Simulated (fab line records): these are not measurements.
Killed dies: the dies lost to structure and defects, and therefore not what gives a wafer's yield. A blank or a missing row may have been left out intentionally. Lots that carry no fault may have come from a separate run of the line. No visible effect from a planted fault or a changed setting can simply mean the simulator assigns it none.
Which of the tools did it? ; flow nand-harc ; 72 wafers from 24 lots sampled at 4 of the route's 1302 steps

== WHAT THE GAUGES READ, wafer by wafer ==
NHARC_A_DECK1_JOINT_INSPECT_05. Usual: raw-defect-count reads 313 (standard deviation 110).
lot;measured;on;raw-defect-count;flag
L074;day 12 18:53;defect-inspect-02;298 345 289;
L075;day 12 18:54;defect-inspect-01;215 364 202;
L076;day 13 09:41;defect-inspect-02;185 406 284;
L077;day 13 15:29;defect-inspect-01;328 182 249;
L079;day 14 12:52;defect-inspect-01;352 319 387;
L078;day 14 12:53;defect-inspect-02;348 559 577;
L081;day 15 11:33;defect-inspect-02;225 361 284;
L080;day 15 11:35;defect-inspect-01;271 171 335;
L082;day 15 15:52;defect-inspect-01;287 268 333;
L083;day 16 03:54;defect-inspect-01;334 231 220;
L086;day 16 22:59;defect-inspect-02;217 269 285;
L085;day 16 23:00;defect-inspect-02;159 115 162;
L084;day 16 23:02;defect-inspect-02;260 224 228;
L087;day 17 11:35;defect-inspect-02;306 314 175;
L088;day 18 12:26;defect-inspect-01;194 158 220;
L089;day 18 12:36;defect-inspect-01;248 340 361;
L090;day 18 20:34;defect-inspect-02;433 437 663;
L091;day 19 16:58;defect-inspect-01;399 356 352;
L092;day 19 23:53;defect-inspect-02;403 483 518;
L093;day 20 00:07;defect-inspect-02;306 289 226;
L094;day 20 20:21;defect-inspect-01;409 309 191;
L095;day 21 10:50;defect-inspect-01;298 406 299;
L096;day 21 18:53;defect-inspect-02;313 428 411;
L097;day 21 19:04;defect-inspect-01;260 294 403;

NHARC_A_ONON_D2_THK_MEAS_27: measures by ellipsometry. Usual: thk-nm reads 999 nm (standard deviation 8.9).
lot;measured;on;thk-nm (nm);flag
L074;day 13 07:38;film-metro-01;979 980 980;
L075;day 13 07:36;film-metro-02;991 992 992;
L076;day 13 21:36;film-metro-02;1000 1002 1004;
L077;day 14 06:37;film-metro-02;982 979 979;
L079;day 15 01:41;film-metro-01;992 994 993;
L078;day 15 01:41;film-metro-02;1007 1006 1006;
L081;day 15 23:50;film-metro-01;989 988 989;
L080;day 15 23:49;film-metro-02;998 997 995;
L082;day 16 04:16;film-metro-01;1012 1011 1011;
L083;day 16 19:29;film-metro-01;997 998 998;
L086;day 17 11:00;film-metro-01;1009 1004 1008;
L085;day 17 10:52;film-metro-01;998 999 998;
L084;day 17 10:51;film-metro-02;990 990 991;
L087;day 17 23:29;film-metro-02;991 989 988;
L088;day 19 01:26;film-metro-02;990 992 990;
L089;day 19 01:26;film-metro-01;1003 1003 1003;
L090;day 19 09:54;film-metro-01;1011 1011 1011;
L091;day 20 05:15;film-metro-01;1002 1000 1001;
L092;day 20 12:08;film-metro-01;1008 1010 1010;
L093;day 20 12:24;film-metro-01;1010 1009 1008;
L094;day 21 08:56;film-metro-01;1008 1009 1010;
L095;day 21 23:07;film-metro-01;999 999 1000;
L096;day 22 06:50;film-metro-01;1005 1005 1006;
L097;day 22 06:50;film-metro-02;999 998 998;

NHARC_A_CHANNEL_HOLE_D2_CD_MEAS_10: target cd 100 nm. Usual: cd-nm reads 100.1 nm (standard deviation 0.48).
lot;measured;on;cd-nm (nm);flag
L074;day 13 11:31;cd-sem-03;99.6 100.1 99.4;
L075;day 13 11:18;cd-sem-01;100.2 99.8 100.9;
L076;day 14 06:08;cd-sem-03;99.6 100.4 100.7;
L077;day 14 12:55;cd-sem-03;100.6 100.4 100.6;
L079;day 15 07:44;cd-sem-02;99.6 99.9 99.9;
L078;day 15 07:35;cd-sem-01;99.9 100.5 99.5;
L081;day 16 05:05;cd-sem-02;99.9 100.8 100.7;
L080;day 16 03:38;cd-sem-03;99.3 99.3 99.0;
L082;day 16 07:58;cd-sem-03;100.0 99.6 99.5;
L083;day 17 02:31;cd-sem-03;100.2 100.3 99.1;
L086;day 17 15:23;cd-sem-03;100.1 99.5 100.0;
L085;day 17 14:34;cd-sem-01;100.1 99.7 99.0;
L084;day 17 15:06;cd-sem-01;99.4 100.5 99.6;
L087;day 18 03:19;cd-sem-01;99.9 100.9 99.9;
L088;day 19 09:38;cd-sem-03;99.8 99.3 99.8;
L089;day 19 08:52;cd-sem-01;100.1 99.3 99.8;
L090;day 19 13:42;cd-sem-03;100.3 100.0 100.3;
L091;day 20 09:06;cd-sem-02;100.5 100.3 100.2;
L092;day 20 19:17;cd-sem-01;100.4 100.9 100.6;
L093;day 20 21:21;cd-sem-02;100.6 99.4 100.0;
L094;day 21 13:40;cd-sem-01;100.3 100.5 100.5;
L095;day 22 03:08;cd-sem-03;100.5 99.7 99.8;
L096;day 22 13:55;cd-sem-03;100.3 99.9 101.1;
L097;day 22 13:17;cd-sem-02;99.4 100.4 100.5;

== TOOL THAT RAN EACH LOT (tool first, then ch and the chambers of the sampled wafers, then the start) ==
lot;NHARC_A_ONON_D2_DEP_33
L074;pecvd-04 ch 1,2, day 13 08:19
L075;pecvd-01 ch 0,2, day 13 08:16
L076;pecvd-03 ch 0,1,2, day 13 22:16
L077;pecvd-04 ch 1,2, day 14 07:17
L079;pecvd-01 ch 0,2, day 15 02:22
L078;pecvd-04 ch 1,2, day 15 02:18
L081;pecvd-01 ch 0,1,2, day 16 00:29
L080;pecvd-04 ch 1,2, day 16 00:31
L082;pecvd-03 ch 0,1,2, day 16 04:53
L083;pecvd-01 ch 0,1,2, day 16 20:09
L086;pecvd-03 ch 1,2, day 17 11:42
L085;pecvd-04 ch 0,1,2, day 17 11:32
L084;pecvd-01 ch 0,2, day 17 11:29
L087;pecvd-03 ch 0,1,2, day 18 00:14
L088;pecvd-04 ch 0,1, day 19 02:07
L089;pecvd-03 ch 0,1,2, day 19 02:04
L090;pecvd-04 ch 0,2, day 19 10:37
L091;pecvd-01 ch 0,1,2, day 20 05:57
L092;pecvd-03 ch 0,1, day 20 12:50
L093;pecvd-01 ch 0,1,2, day 20 13:04
L094;pecvd-04 ch 0,2, day 21 09:37
L095;pecvd-04 ch 0,2, day 21 23:45
L096;pecvd-04 ch 1,2, day 22 07:30
L097;pecvd-03 ch 0,1, day 22 07:27
- NHARC_A_ONON_D2_DEP_33: deposits SiO2, target thk 200 nm.

== WHAT THE TOOLS THEMSELVES READ (means of the sampled wafers that have a number; where no wafer has one, the mark that the record gives instead) ==
NHARC_A_ONON_D2_DEP_33. Usual: heater-power-w 584 W, standard deviation 110; throttle-valve-pct 16.1 %, standard deviation 0.51.
lot;tool;heater-power-w (W);throttle-valve-pct (%);flag
L074;pecvd-04;621;15.6;
L075;pecvd-01;571;16.4;
L076;pecvd-03;554;16.4;
L077;pecvd-04;677;15.9;
L079;pecvd-01;571;16.1;
L078;pecvd-04;561;15.8;
L081;pecvd-01;519;16.0;
L080;pecvd-04;592;15.8;
L082;pecvd-03;573;16.5;
L083;pecvd-01;570;16.2;
L086;pecvd-03;423;16.7;
L085;pecvd-04;632;15.9;
L084;pecvd-01;530;16.0;
L087;pecvd-03;540;16.5;
L088;pecvd-04;600;16.2;
L089;pecvd-03;513;16.3;
L090;pecvd-04;701;16.2;
L091;pecvd-01;558;16.1;
L092;pecvd-03;464;16.3;
L093;pecvd-01;543;16.3;
L094;pecvd-04;702;16.2;
L095;pecvd-04;713;16.1;
L096;pecvd-04;525;15.8;
L097;pecvd-03;601;15.9;

== THE ANSWER, worked out from the rows above alone ==
Rule: take the mean of a lot's wafers that have a number; if it is more than 3 standard deviations from the usual mean, the lot is off. A lot without any number at a reading at which 4 lots or more have one is off too. Where the step has rows for the other lots, those lots are counted as sound. After the gauges, taken in route order, come the tools' own readings; for these a lot's mean is taken, as printed above. The first step at which some lot is off is used, and at that step the reading that is off furthest; a lot without a number counts as furthest.
Across all readings shown, no lot is off: no conclusion can be drawn from this.

== WHAT THE SIMULATOR PUT IN ==
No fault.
